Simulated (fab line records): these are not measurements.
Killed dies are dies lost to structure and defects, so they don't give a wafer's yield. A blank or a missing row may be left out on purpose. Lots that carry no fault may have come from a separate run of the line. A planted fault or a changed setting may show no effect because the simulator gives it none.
fab line records	flow n5-finfet
[record] lots = 6	wafers = 18	last-day = 17
route steps=1938 shown HKMG_FIN@438 BEOL_M4@1111 PASSIVATION@1936
lots with no fault: from the same line, run without faults
start-h: the number of hours between the record's first day and the start of the first shown wafer of the lot	wait-h: hours elapsed since this lot's preceding step	" identical to the entry in the row above	L1.1+2: a row that stands for several wafers	- no value, or no start was given	* or withheld: withheld	< > ~ a bound
route shown NAME@n: a module of which the file shows steps, and the number in the route of the first	usual: average and standard deviation across the fault-free wafers	same: alike in all rows	chamber/n: place in a boat	sites: per-site readings	_std_site: their standard deviation	_edge_site: inner sites' mean taken away from outer sites' mean	radius-mm: how far each site lies from the wafer's centre	mask NAME#n: copy n	behind: tool/chamber where the wafer was last shaped	hold: what put the lot on hold/how long, in hours/how the hold closed	device: transistor that didn't switch, given as n, p or np	end of line: the same wafers' tests at the end of the route	a step without rows: its recipe alone	killed: dies lost to structure and defects at the first sort, not the wafer's yield	map: shows each die of a wafer: x if killed, . if not, _ if none is there
set.NAME: the setting as run; set.NAME@STEP: as run at that earlier step	model.NAME: the simulator's own value behind a step, which no gauge read
certain route steps with their lots: each step a table, each wafer a row
services: a tool's chamber out of use, with start hour (start-h, from the record's first day; less than 0 if before it), hours out, and reason
[[steps]]
[step N5_HKMG_FIN_ETCH_35]
[recipe] chemistry = N2/H2	target = SOC	target-depth-a = 2158	ion-energy-ev = 65	bias-w = 5	source-w = 3000	time-s = 243.4	pressure-mtorr = 30	n2-flow-sccm = 200	h2-flow-sccm = 200
[usual] chamber-pressure-mTorr = 30.001/0.025	drypump-motor-current-A = 5.7/0.45	h2-flow-sccm = 200.1/0.58	oes-product-au = 0.82/0.099	rf-fwd-power-W = 2992/9.2	rf-vpp-V = 141.6/1	showerhead-plenum-p-Torr = 2.56/0.098	throttle-valve-pct = 17.86/0.27
[same] time-s = 243.4
lot.wafer	tool	chamber	start-h	wait-h	chamber-pressure-mTorr	drypump-motor-current-A	h2-flow-sccm	oes-product-au	rf-fwd-power-W	rf-hours-counter-h	rf-vpp-V	showerhead-plenum-p-Torr	throttle-valve-pct
L341.3	rie-diel-06	1	87.18	0.0	30.051	6.3	199.1	0.68	2991	242	140.6	2.50	17.85
L341.5	"	1	"	"	30.004	6.3	199.0	0.68	2991	-	141.5	2.50	17.85
L341.6	"	2	"	"	29.986	5.5	201.4	0.74	2992	-	143.1	2.64	18.34
L349.1	rie-diel-02	3	132.00	0.0	30.025	6.1	199.8	0.68	3011	244	142.1	2.48	18.01
L349.3	"	0	"	"	30.006	5.5	201.0	0.94	2999	20	141.8	2.71	17.78
L349.5	"	0	"	"	30.004	5.5	200.7	0.93	2993	-	143.0	2.71	17.80
L351.1	rie-diel-01	3	142.63	0.0	29.975	5.4	199.6	0.91	2994	24	141.4	2.47	17.61
L351.4	"	1	"	"	30.007	5.0	200.3	0.75	2982	163	140.0	2.45	18.40
L351.5	"	2	"	"	29.967	6.2	199.9	0.69	2999	-	142.7	2.60	18.06
L353.3	rie-diel-01	0	154.70	0.0	30.008	4.7	199.3	0.72	3004	193	140.2	2.54	17.78
L353.4	"	3	"	"	29.949	5.4	200.0	0.89	3000	-	141.4	2.46	17.61
L353.6	"	0	"	"	29.989	4.7	200.2	0.72	2997	-	141.9	2.54	17.78
L357.2	rie-diel-02	3	180.43	0.0	29.964	6.1	199.8	0.99	2997	3	141.2	2.48	17.63
L357.3	"	0	"	"	30.020	5.5	200.5	0.89	2991	38	141.9	2.70	17.82
L357.6	"	2	"	"	29.986	5.8	199.8	0.90	2973	-	141.8	2.62	17.79
L363.1	rie-diel-02	1	212.59	0.0	30.023	6.4	200.4	0.76	2996	161	140.1	2.44	17.67
L363.3	"	2	"	"	30.038	5.8	199.5	0.88	2991	34	142.4	2.61	17.81
L363.6	"	1	"	"	30.016	6.4	200.3	0.76	3016	-	140.0	2.44	17.68
[step N5_HKMG_FIN_STRIP_92]
[recipe] chemistry = N2/H2	material = SOC	time-s = 20	power-w = 500	temp-c = 40	pressure-mtorr = 50	rf-frequency-hz = 6e+07	bias-power-w = 8	h2-frac = 0.5	n2-flow-sccm = 300	h2-flow-sccm = 300
[usual] chamber-pressure-mTorr = 50.00/0.042	drypump-motor-current-A = 5.7/0.45	h2-flow-sccm = 299.9/0.88	oes-product-au = 0.82/0.098	rf-fwd-power-W = 496.1/1.7	rf-vpp-V = 54.2/0.83	showerhead-plenum-p-Torr = 3.38/0.12	throttle-valve-pct = 19.1/0.36
[same] time-s = 20
lot.wafer	tool	chamber	start-h	wait-h	chamber-pressure-mTorr	drypump-motor-current-A	h2-flow-sccm	oes-product-au	rf-fwd-power-W	rf-hours-counter-h	rf-vpp-V	showerhead-plenum-p-Torr	throttle-valve-pct
L341.3	rie-diel-06	1	87.33	0.1	50.00	6.3	300.7	0.67	496.1	242	54.5	3.30	18.8
L341.5	"	1	"	"	50.01	6.3	299.4	0.68	495.8	-	54.3	3.30	18.8
L341.6	"	2	"	"	49.96	5.6	301.1	0.75	495.8	-	55.0	3.49	19.8
L349.1	rie-diel-02	3	132.15	0.1	50.03	6.2	299.8	0.69	493.1	244	54.2	3.28	19.0
L349.3	"	0	"	"	49.97	5.5	298.9	0.95	496.9	20	54.2	3.57	19.3
L349.5	"	0	"	"	49.99	5.5	299.3	0.94	495.1	-	52.8	3.57	19.4
L351.1	rie-diel-01	3	142.78	0.1	50.05	5.4	301.7	0.90	496.4	24	53.1	3.26	19.1
L351.4	"	1	"	"	50.00	5.1	300.9	0.74	494.4	163	54.2	3.24	19.7
L351.5	"	2	"	"	49.98	6.2	301.5	0.68	494.1	-	53.2	3.43	19.2
L353.3	rie-diel-01	0	154.85	0.1	49.94	4.7	299.8	0.73	493.7	194	54.2	3.35	18.8
L353.4	"	3	"	"	50.08	5.4	301.4	0.90	495.8	-	54.0	3.26	19.1
L353.6	"	0	"	"	50.05	4.7	300.2	0.73	495.0	-	54.4	3.35	18.8
L357.2	rie-diel-02	3	180.58	0.1	50.01	6.1	299.4	1.00	493.4	3	54.1	3.28	18.6
L357.3	"	0	"	"	50.01	5.5	299.7	0.91	496.4	38	54.7	3.56	19.4
L357.6	"	2	"	"	50.03	5.8	300.8	0.90	494.8	-	55.2	3.45	19.0
L363.1	rie-diel-02	1	212.74	0.1	49.96	6.3	299.6	0.77	494.4	161	54.2	3.23	18.8
L363.3	"	2	"	"	50.11	5.8	300.7	0.88	494.6	34	54.5	3.44	19.0
L363.6	"	1	"	"	50.02	6.3	300.0	0.77	493.9	-	52.7	3.23	18.8
[step N5_HKMG_FIN_WET_ETCH_18]
[recipe] chemistry = SC1	target = TiN	mix = 1:1:5	temp-c = *	time-s = 55	target-depth-nm = 5.2	dry = ipa-marangoni	rinse-time-s = 30	rinse-temp-c = 23
[step N5_HKMG_FIN_STRIP_19]
[recipe] chemistry = N2/H2	power-w = 2500	temp-c = 300	h2-frac = 0.65	time-s = 360	pressure-mtorr = withheld	n2-flow-sccm = 1750	h2-flow-sccm = 3250
[step N5_HKMG_FIN_ALD_91]
[recipe] material = TiN	target-thk-a = 10	temp-c = 400	ald-precursor-family = TiCl4	ald-co-reactant = NH3	pulse-time-s = 1	purge-time-s = 3	co-reactant-purge-time-s = 2	co-reactant-pulse-time-s = 2	ald-cycles = 47	pressure-torr = 3
[step N5_HKMG_FIN_COAT_85]
[recipe] resist = SOC	temp-c = 250	time-s = 60	spin-rpm = 1500	resist-thk-nm = 300
[step N5_HKMG_FIN_ETCH_86]
[recipe] chemistry = N2/H2	target = SOC	target-depth-a = 3932	stop-on = TiN	ion-energy-ev = 100	bias-w = 61	pressure-mtorr = 30	source-w = 850	n2-flow-sccm = 200	h2-flow-sccm = 200
[usual] chamber-pressure-mTorr = 30.001/0.026	drypump-motor-current-A = 5.7/0.5	h2-flow-sccm = 200.0/0.69	oes-product-au = 0.81/0.093	rf-fwd-power-W = 844.5/2.4	rf-vpp-V = 240.7/1.5	showerhead-plenum-p-Torr = 2.55/0.093	throttle-valve-pct = 17.82/0.29
lot.wafer	tool	chamber	start-h	wait-h	chamber-pressure-mTorr	drypump-motor-current-A	h2-flow-sccm	oes-product-au	rf-fwd-power-W	rf-hours-counter-h	rf-vpp-V	showerhead-plenum-p-Torr	throttle-valve-pct
L341.3	rie-diel-01	0	88.46	-	30.004	4.7	198.8	0.75	847.5	167	239.9	2.55	17.70
L341.5	"	0	"	"	29.952	4.7	199.0	0.75	845.2	-	241.8	2.55	17.73
L341.6	"	1	"	"	30.072	5.0	200.0	0.75	845.4	-	238.9	2.46	18.34
L349.1	rie-diel-02	3	133.03	-	29.960	6.1	199.7	0.68	842.1	244	240.6	2.48	17.96
L349.3	"	1	"	"	29.969	6.4	200.2	0.78	844.2	133	240.3	2.45	17.59
L349.5	"	2	"	"	29.982	5.8	200.0	0.94	844.2	-	242.1	2.62	17.71
L351.1	rie-diel-02	2	143.66	-	30.011	5.8	200.4	0.92	842.4	8	239.8	2.62	17.72
L351.4	"	0	"	"	30.007	5.5	200.1	0.90	843.1	24	242.6	2.71	17.76
L351.5	"	0	"	"	30.000	5.5	200.2	0.90	842.6	-	241.4	2.71	17.76
L353.3	rie-diel-06	2	155.72	-	30.008	5.6	200.5	0.71	839.6	202	242.1	2.63	18.35
L353.4	"	3	"	"	29.998	5.6	199.1	0.80	847.1	82	239.6	2.47	17.91
L353.6	"	3	"	"	29.985	5.6	199.8	0.81	843.5	-	239.2	2.47	17.89
L357.2	rie-diel-02	1	181.47	-	30.013	6.3	199.5	0.77	844.9	150	239.2	2.45	17.61
L357.3	"	3	"	"	29.988	6.1	201.4	0.97	843.0	4	238.9	2.48	17.61
L357.6	"	3	"	"	30.003	6.2	200.3	0.97	843.3	-	240.7	2.48	17.58
L363.1	rie-diel-01	1	213.60	-	29.978	5.0	201.0	0.72	841.4	189	238.5	2.44	18.42
L363.3	"	2	"	"	29.999	6.2	199.4	0.92	843.0	18	242.1	2.59	17.65
L363.6	"	2	"	"	29.975	6.2	199.4	0.91	847.0	-	241.0	2.59	17.63
[step N5_HKMG_FIN_STRIP_89]
[recipe] chemistry = N2/H2	material = SOC	time-s = 20	power-w = 500	temp-c = 40	pressure-mtorr = 50	rf-frequency-hz = 6e+07	bias-power-w = 8	h2-frac = 0.5	n2-flow-sccm = 300	h2-flow-sccm = 300
[step N5_HKMG_FIN_WET_ETCH_87]
[recipe] chemistry = SC1	target = TiN	mix = 1:2:40	temp-c = 50	time-s = 154.2	target-depth-nm = 4.7	dry = ipa-marangoni	rinse-time-s = 30	rinse-temp-c = 23
[step N5_HKMG_FIN_STRIP_88]
[recipe] chemistry = N2/H2	power-w = 2500	temp-c = 300	h2-frac = 0.65	time-s = 360	pressure-mtorr = withheld	n2-flow-sccm = 1750	h2-flow-sccm = 3250
[step N5_HKMG_FIN_NWFM_ALD_20]
[recipe] material = TiAlC	target-thk-a = 20	temp-c = 300	ald-precursor-family = TiCl4	ald-co-reactant = TEA	pulse-time-s = 3	purge-time-s = 2	co-reactant-purge-time-s = 2	co-reactant-pulse-time-s = 10	ald-cycles = 7	pressure-torr = 3
[usual] heater-power-w = 481/36	precursor-pulse-height-rel = 1.002/0.019
lot.wafer	tool	chamber	start-h	wait-h	heater-power-w	precursor-pulse-height-rel
L341.3	ald-metal-03	1	89.36	0.1	509	0.987
L341.5	"	3	"	"	523	0.988
L341.6	"	2	"	"	473	1.001
L349.1	ald-metal-03	0	133.66	0.3	528	1.012
L349.3	"	1	"	"	526	1.011
L349.5	"	0	"	"	526	1.009
L351.1	ald-metal-01	1	144.30	0.3	378	1.012
L351.4	"	1	"	"	366	1.011
L351.5	"	0	"	"	471	1.010
L353.3	ald-metal-03	0	156.35	0.1	519	1.023
L353.4	"	1	"	"	522	1.021
L353.6	"	1	"	"	524	0.994
L357.2	ald-metal-03	0	182.11	0.3	522	0.999
L357.3	"	2	"	"	479	1.030
L357.6	"	0	"	"	509	1.037
L363.1	ald-metal-02	1	214.24	0.3	481	1.002
L363.3	"	0	"	"	464	1.034
L363.6	"	2	"	"	468	1.013
[step N5_HKMG_FIN_ALD_71]
[recipe] material = TiN	target-thk-a = 10	temp-c = 400	ald-precursor-family = TiCl4	ald-co-reactant = NH3	pulse-time-s = 1	purge-time-s = 3	co-reactant-purge-time-s = 2	co-reactant-pulse-time-s = 2	ald-cycles = 47	pressure-torr = 3
[usual] heater-power-w = 858/61	precursor-pulse-height-rel = 1.000/0.018
lot.wafer	tool	chamber	start-h	wait-h	heater-power-w	precursor-pulse-height-rel
L341.3	ald-metal-03	1	89.46	0.0	940	1.022
L341.5	"	3	"	"	934	0.992
L341.6	"	2	"	"	865	1.013
L349.1	ald-metal-03	0	133.76	0.0	909	1.009
L349.3	"	1	"	"	911	1.009
L349.5	"	0	"	"	901	0.955
L351.1	ald-metal-01	1	144.40	0.0	675	0.973
L351.4	"	1	"	"	680	1.020
L351.5	"	0	"	"	837	0.986
L353.3	ald-metal-03	0	156.45	0.0	926	0.988
L353.4	"	1	"	"	911	1.017
L353.6	"	1	"	"	909	1.000
L357.2	ald-metal-03	0	182.21	0.0	930	0.993
L357.3	"	2	"	"	863	1.002
L357.6	"	0	"	"	931	1.009
L363.1	ald-metal-02	1	214.34	0.0	869	1.024
L363.3	"	0	"	"	838	0.967
L363.6	"	2	"	"	827	0.997
[step N5_HKMG_FIN_COAT_66]
[recipe] resist = SOC	temp-c = 250	time-s = 60	spin-rpm = 1500	resist-thk-nm = 300
[usual] spin-speed-rpm = 1500.1/1.1
[same] time-s = 60
lot.wafer	tool	chamber	start-h	wait-h	spin-speed-rpm	model.SOC_of_HKMG_FIN_COAT_66.thk-nm
L341.3	litho-track-01	0	89.74	0.2	1501.0	301
L341.5	"	0	"	"	1499.7	300.4
L341.6	"	0	"	"	1500.2	300.8
L349.1	litho-track-01	0	134.03	0.2	1608.1	290.4
L349.3	"	0	"	"	1608.7	290.2
L349.5	"	0	"	"	1608.2	291
L351.1	litho-track-01	0	144.67	0.2	1607.6	290.4
L351.4	"	0	"	"	1608.2	290.4
L351.5	"	0	"	"	1607.7	289.4
L353.3	litho-track-02	0	156.74	0.2	1498.0	300.8
L353.4	"	0	"	"	1499.8	300.4
L353.6	"	0	"	"	1499.2	300.4
L357.2	litho-track-02	0	182.49	0.2	1501.6	301
L357.3	"	0	"	"	1500.6	300.4
L357.6	"	0	"	"	1501.3	301
L363.1	litho-track-01	0	214.61	0.2	1500.6	299.2
L363.3	"	0	"	"	1499.2	299.2
L363.6	"	0	"	"	1498.3	300
[step N5_HKMG_FIN_ETCH_67]
[recipe] chemistry = N2/H2	target = SOC	target-depth-a = 3889	stop-on = TiN	ion-energy-ev = 100	bias-w = 61	pressure-mtorr = 30	source-w = 850	n2-flow-sccm = 200	h2-flow-sccm = 200
[step N5_BEOL_M4_RC_MEAS_101]
[usual] DIBL_N = 36.8/1.5	DIBL_P = 37.1/2.1	IOFF_N = 0.168/0.03	IOFF_P = 0.22/0.034	ION_N = 679/12	ION_P = 466/8	SS_N = 71.7/0.58	SS_P = 73.5/0.67	VT_N = 248.8/2.7	VT_P = -250/3.3
lot.wafer	tool	chamber	start-h	wait-h	DIBL_N[mV/V]	DIBL_P[mV/V]	IOFF_N[nA/um]	IOFF_P[nA/um]	ION_N[uA/um]	ION_P[uA/um]	SS_N[mV/dec]	SS_P[mV/dec]	VT_N[mV]	VT_P[mV]
L341.3	prober-01	0	170.95	0.3	37.1	38.3	0.189	0.25	681	461	71.5	73.4	245.9	-247
L341.5	"	0	"	"	37.0	37.9	0.182	0.25	684	467	71.4	74.3	248.8	-247
L341.6	"	0	"	"	38.0	39.9	0.210	0.28	692	471	71.4	74.6	246.4	-245
L349.1	prober-01	0	209.20	0.0	36.1	35.1	0.153	0.15	668	446	71.9	73.0	251.3	-255
L349.3	"	0	"	"	36.7	36.8	0.161	0.19	680	456	71.6	73.4	250.4	-256
L349.5	"	0	"	"	35.4	36.2	0.139	0.17	661	450	71.1	72.7	250.4	-256
L351.1	prober-01	0	237.24	0.0	36.7	34.8	0.153	0.19	673	458	71.5	73.8	249.5	-255
L351.4	"	0	"	"	34.9	34.6	0.138	0.19	665	457	70.9	73.4	250.2	-254
L351.5	"	0	"	"	35.7	34.3	0.158	0.18	678	457	71.0	73.2	247.7	-254
L353.3	prober-02	0	242.43	0.3	35.3	34.2	0.149	0.21	673	464	71.8	72.7	248.9	-249
L353.4	"	0	"	"	35.9	35.8	0.159	0.23	668	469	71.9	73.7	250.9	-249
L353.6	"	0	"	"	36.5	35.2	0.171	0.22	677	461	71.6	73.3	247.4	-247
L357.2	prober-01	0	269.53	0.2	35.7	37.3	0.140	0.22	669	465	71.0	73.1	252.1	-249
L357.3	"	0	"	"	37.0	36.8	0.149	0.20	669	455	71.8	73.3	252.0	-251
L357.6	"	0	"	"	37.8	39.1	0.178	0.24	679	470	71.1	74.2	249.1	-249
L363.1	prober-01	0	314.51	0.0	36.6	37.8	0.161	0.24	677	472	71.6	73.3	247.9	-245
L363.3	"	0	"	"	37.6	37.9	0.165	0.24	670	466	71.9	74.0	251.3	-247
L363.6	"	0	"	"	36.5	36.5	0.147	0.22	673	466	71.4	73.2	250.9	-251
[step N5_PASSIVATION_PROBE_49]
[usual] defect-limited-yield = 91.0/1.5	killed_at_M0_to_M3 = 34/11	killed_at_M4_up = 14/5.3	killed-at-contacts = 13/7	killed-at-front-end = 41/13	killed-at-other = 4/3.1	killed-dies = 106/17	killed-open = 70/12	killed-short = 35/8	sort_bin_5_function = 5.2/0.98	sort_bin_6_memory = 3.4/0.69	sort-n-pass = 1074/17	sort-yield-pct = 91.0/1.5
[same] gross-dies = 1180	killed-at-back-side = 0	sort_bin_4_leakage[%] = 0	sort_bin_8_speed[%] = 0
lot.wafer	tool	chamber	start-h	wait-h	defect-limited-yield[%]	killed_at_M0_to_M3	killed_at_M4_up	killed-at-contacts	killed-at-front-end	killed-at-other	killed-dies	killed-open	killed-short	sort_bin_5_function[%]	sort_bin_6_memory[%]	sort-n-pass	sort-yield-pct[%]
L353.3	prober-02	-	342.01	0.1	91.5	34	11	5	43	7	100	64	36	4.8	3.4	1080	91.5
L353.4	prober-02	-	342.06	0.2	88.8	39	19	5	49	20	132	89	42	5.5	5.3	1048	88.8
L353.6	prober-02	-	342.16	0.3	90.3	31	14	17	47	5	114	76	34	5.3	3.9	1066	90.3
// killed by level:class
L353.3 BEOL_M2:geometric-particle:open=9 GATE_CUT:geometric-particle:short=7 DUMMY_GATE:geometric-particle:open=5 BEOL_M3:geometric-particle:open=5 BEOL_M0_SAQP:geometric-particle:open=5 BEOL_M4:geometric-particle:open=5 STI_FIN_REVEAL:geometric-particle:open=4 ILD0:geometric-particle:open=4
L353.4 BEOL_M2:geometric-particle:open=16 FIN_SAQP:geometric-particle:short=11 FIN_SAQP:geometric-particle:open=9 BEOL_M1:geometric-particle:open=7 BEOL_M4:geometric-particle:open=7 DUMMY_GATE:geometric-particle:open=6 BEOL_M0_SAQP:geometric-particle:open=6 MIM_TOP:geometric-particle:open=6
L353.6 FIN_SAQP:geometric-particle:open=12 MOL_CONTACT_COAG:geometric-particle:open=10 FIN_SAQP:geometric-particle:short=9 STI_FIN_REVEAL:geometric-particle:open=7 DUMMY_GATE:geometric-particle:open=7 MOL_CONTACT_COAG:geometric-particle:short=7 BEOL_M1:geometric-particle:open=7 BEOL_M4:geometric-particle:open=6
[[services]]
tool	chamber	start-h	hours	kind
rie-diel-02	0	66.19	-	clean
rie-diel-02	0	66.19	-	consumable-replace:focus-ring
rie-diel-02	0	66.19	-	consumable-replace:showerhead
rie-diel-02	0	66.19	18.1	scheduled-down
rie-diel-02	0	66.19	18.1	vent-cycle
rie-diel-02	-	72.54	11.6	repair
ald-metal-03	0	87.98	6.5	repair
rie-diel-02	2	96.77	1.5	repair
rie-diel-02	2	101.58	-	clean
rie-diel-02	2	101.58	-	consumable-replace:focus-ring
rie-diel-02	2	101.58	20.0	scheduled-down
rie-diel-02	2	101.58	20.0	vent-cycle
ald-metal-01	0	104.37	4.3	repair
ald-metal-02	-	116.98	0.9	repair
rie-diel-01	3	130.35	4.5	repair
ald-metal-03	2	131.81	1.9	repair
ald-metal-02	1	140.20	31.7	repair
rie-diel-02	3	148.32	-	clean
rie-diel-02	3	148.32	-	consumable-replace:focus-ring
rie-diel-02	3	148.32	21.2	scheduled-down
rie-diel-01	-	148.96	0.1	repair
rie-diel-02	1	158.46	5.5	repair
ald-metal-01	0	164.19	25.1	repair
ald-metal-01	-	212.84	6.0	pm
[[key]]
[first-sign] step = N5_HKMG_FIN_COAT_66	reading = spin-speed-rpm	direction = up	sigmas = 99+	usual = *	struck = *
effect none on later readings
[model-effect] step = N5_HKMG_FIN_COAT_66	value = SOC_of_HKMG_FIN_COAT_66.thk-nm	without = 300.6	struck = 290.3
met-at N5_HKMG_FIN_COAT_66
struck-wafers L349.1,L349.3,L349.5,L351.1,L351.4,L351.5
onset-between 89.74 134.03
[fault] kind = process-parameter-drift	tool = litho-track-01	chamber = -	onset-h = 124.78	steps = N5_HKMG_FIN_COAT_66	channel = spin-rpm	offset = *	shape = step	end-h = 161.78	acts-in = *	stated = *
